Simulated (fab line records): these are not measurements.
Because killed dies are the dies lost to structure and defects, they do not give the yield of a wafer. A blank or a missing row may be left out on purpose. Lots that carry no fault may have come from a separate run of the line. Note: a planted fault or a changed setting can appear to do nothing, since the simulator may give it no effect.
Split-lot experiment + flow n5-finfet + 21 wafers read from 7 lots, route of 1938 steps

ABOUT THE SPLIT
At N5_BEOL_M1_PECVD_72 (deposits SiO2 from TEOS/O2, target thk 16 nm, time 18 s), the setting temp-c was moved away from the recipe's 400 C on 7 of the 21 wafers read, by -3.2% to +3.0%. For the rest of the wafers, this setting stayed at what the recipe calls for.

FROM THE SPLIT TO THE READING: what the file shows between them, 7 steps
- N5_BEOL_M1_COAT_05: resist thk 30 nm (also split here: spin-rpm)
- N5_BEOL_M1_EBR_07
- N5_BEOL_M1_SOFTBAKE_06: time 60 s
- N5_BEOL_M1_EXPOSE_08: exposes mask M1
- N5_BEOL_M1_PEB_09: peb time 60 s
- N5_BEOL_M1_DEVELOP_10: develop time 30 s
- N5_BEOL_M1_STRIP_97: strips in N2/H2, time 10 s

THE READING
SiO2_of_BEOL_M1_PECVD_72.thk-nm (the simulator's own value, which no gauge read), in nm, at N5_BEOL_M1_HM_STRIP_39 (strips TiN in peroxide tin strip, target depth 25 nm, time 158 s). The file gives no usual value for it. Here, 14 wafers ran the recipe; their average is 16.0 nm with a standard deviation of 0.26 nm.

| wafer  | tool, chamber at the split | temp-c as run, C | against the recipe | SiO2_of_BEOL_M1_PECVD_72.thk-nm, nm | against lot-mates on the recipe |
|--------|----------------------------|------------------|--------------------|-------------------------------------|---------------------------------|
| L078.1 | pecvd-01, 0                | 407.8            | +2.0%              | 15.2                                | -0.7                            |
| L078.2 | pecvd-01, 1                | 400              | recipe             | 15.8                                | -                               |
| L078.6 | pecvd-01, 2                | 400              | recipe             | 16                                  | -                               |
| L079.1 | pecvd-02, 2,0              | 400              | recipe             | 15.8                                | -                               |
| L079.5 | pecvd-02, 2,0              | 400              | recipe             | 15.8                                | -                               |
| L079.3 | pecvd-02, 2                | 400              | recipe             | 16                                  | -                               |
| L080.2 | pecvd-01, 2                | 387.1            | -3.2%              | 17.2                                | +1.1                            |
| L080.3 | pecvd-01, 1                | 400              | recipe             | 15.8                                | -                               |
| L080.4 | pecvd-01, 0                | 400              | recipe             | 16.4                                | -                               |
| L082.2 | pecvd-02, 2,0              | 412.2            | +3.0%              | 14.4                                | -1.8                            |
| L082.5 | pecvd-02, 2,0              | 412.2            | +3.0%              | 14.4                                | -1.8                            |
| L082.6 | pecvd-02, 2                | 400              | recipe             | 16.2                                | -                               |
| L084.4 | pecvd-01, 1                | 400              | recipe             | 16.2                                | -                               |
| L084.5 | pecvd-01, 0                | 400              | recipe             | 16.6                                | -                               |
| L084.6 | pecvd-01, 2                | 391.3            | -2.2%              | 17.2                                | +0.8                            |
| L093.1 | pecvd-02, 1                | 406.2            | +1.6%              | 15                                  | -0.8                            |
| L093.3 | pecvd-02, 0                | 400              | recipe             | 15.8                                | -                               |
| L093.4 | pecvd-02, 2                | 406.2            | +1.6%              | 15.8                                | +0.0                            |
| L097.1 | pecvd-01, 2                | 400              | recipe             | 15.8                                | -                               |
| L097.3 | pecvd-01, 0,1              | 400              | recipe             | 15.8                                | -                               |
| L097.6 | pecvd-01, 0,1              | 400              | recipe             | 15.8                                | -                               |
The file does not say which wafer passed through which chamber wherever a row lists several chambers: such a row stands for several wafers.

THE FIT
A straight line over all 21 wafers: SiO2_of_BEOL_M1_PECVD_72.thk-nm changes by -0.462 nm for each +1% of temp-c; r = -0.93; the points scatter about the line by 0.28 nm.
The same after taking each lot's own level away (the mean of its wafers on the recipe; 21 wafers): -0.441 nm for each +1%; r = -0.93; scatter 0.27 nm.
Per that fit: largest temp-c move, reading shift of 1.4 nm.
The span of the lots' own levels, 15.80 to 16.40 nm, comes to 2.3 times the standard deviation stated above.
The two slopes agree, so the slope changes little with the lot-to-lot level.
Check: for one of the wafers moved furthest among these (-3.2%), held out of the fit, the line's prediction against its lot-mates is +1.55 nm. It came out at +1.1 nm against them.

OTHER SPLITS APPLIED TO THESE WAFERS
Other splits were also applied to these wafers ahead of the reading. Each is held against what the fit with the lots' levels taken away leaves over:
| other split on the same wafers    | wafers away from the commonest value | r with SiO2_of_BEOL_M1_PECVD_72.thk-nm (lot level and that fit taken away) |
|-----------------------------------|--------------------------------------|----------------------------------------------------------------------------|
| N5_BEOL_M0_SAQP_EXPOSE_37 dose-mj | 4                                    | +0.67                                                                      |
| N5_BEOL_M1_COAT_05 spin-rpm       | 8                                    | -0.04                                                                      |

THE WHOLE CHAIN: every reading that the file lists as answering this split, in the file's order
| step                   | what it does                                                     | reading                                                                          | change (the file's fit)               | r (the file's) |
|------------------------|------------------------------------------------------------------|----------------------------------------------------------------------------------|---------------------------------------|----------------|
| N5_BEOL_M1_PECVD_72    | deposits SiO2 from TEOS/O2, target thk 16 nm, time 18 s          | SiO2_of_BEOL_M1_PECVD_72.thk-nm (the simulator's own value, which no gauge read) | -0.413 nm for each +1% of the setting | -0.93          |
| N5_BEOL_M1_HM_STRIP_39 | strips TiN in peroxide tin strip, target depth 25 nm, time 158 s | SiO2_of_BEOL_M1_PECVD_72.thk-nm (the simulator's own value, which no gauge read) | -0.417 nm for each +1% of the setting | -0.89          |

FILE'S OWN FIT
SiO2_of_BEOL_M1_PECVD_72.thk-nm changes by -0.417 nm for each +1% of temp-c, r = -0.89.
